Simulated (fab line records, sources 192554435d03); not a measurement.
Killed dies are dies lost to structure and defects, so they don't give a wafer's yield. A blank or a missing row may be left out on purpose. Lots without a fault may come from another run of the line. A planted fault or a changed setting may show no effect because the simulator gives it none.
Chamber matching | flow n5_finfet | N5_SD_EPI_P_ETCHBACK_46 on rie_diel-06: 4 sister chambers
The step etches SiNx in CH3F/O2, stops on SiO2, target depth 17.5 nm. 4 wafers are shown with their chamber, then 9 later ones without.

WAFERS WITH THEIR CHAMBER
wafer  | chamber | showerhead_plenum_p_Torr (Torr)
L087.2 | 1       | 1.89
L092.2 | 2       | 2.07
L092.5 | 3       | 1.92
L092.6 | 0       | 1.95

WAFERS WITHOUT THEIR CHAMBER
wafer  | showerhead_plenum_p_Torr (Torr)
L093.3 | 2.14
L093.4 | 1.92
L093.5 | 2.14
L095.1 | 2.14
L095.5 | 1.95
L095.6 | 2.14
L097.1 | 2.07
L097.4 | 2.07
L097.5 | 1.92

WHICH CHAMBER EACH WENT THROUGH
wafer  | from the rows above          | in truth
L093.3 | 2                            | 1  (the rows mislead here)
L093.4 | can't be placed: 3 or 0 or 1 | 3
L093.5 | 2                            | 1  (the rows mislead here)
L095.1 | 2                            | 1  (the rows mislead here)
L095.5 | can't be placed: 0 or 3 or 1 | 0
L095.6 | 2                            | 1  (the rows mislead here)
L097.1 | 2                            | 2
L097.4 | 2                            | 2
L097.5 | can't be placed: 3 or 0 or 1 | 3
Placed correctly: 2 of 9. Can't be placed from these rows: 3 (the true chamber is among the candidates in 3). Placed wrongly: 4.
How it was worked out, from the rows above alone: a wafer's distance from a chamber is the root of the sum, over the readings, of the square of ((its reading less the chamber's mean) divided by the reading's scatter). The wafer belongs to the nearest chamber; if the next one is less than 2 further off, it can't be placed. A chamber's mean is the mean of its shown wafers. The scatter: with one shown wafer a chamber, the root of the mean of the squares of how far each hidden wafer lies from its nearest shown one.
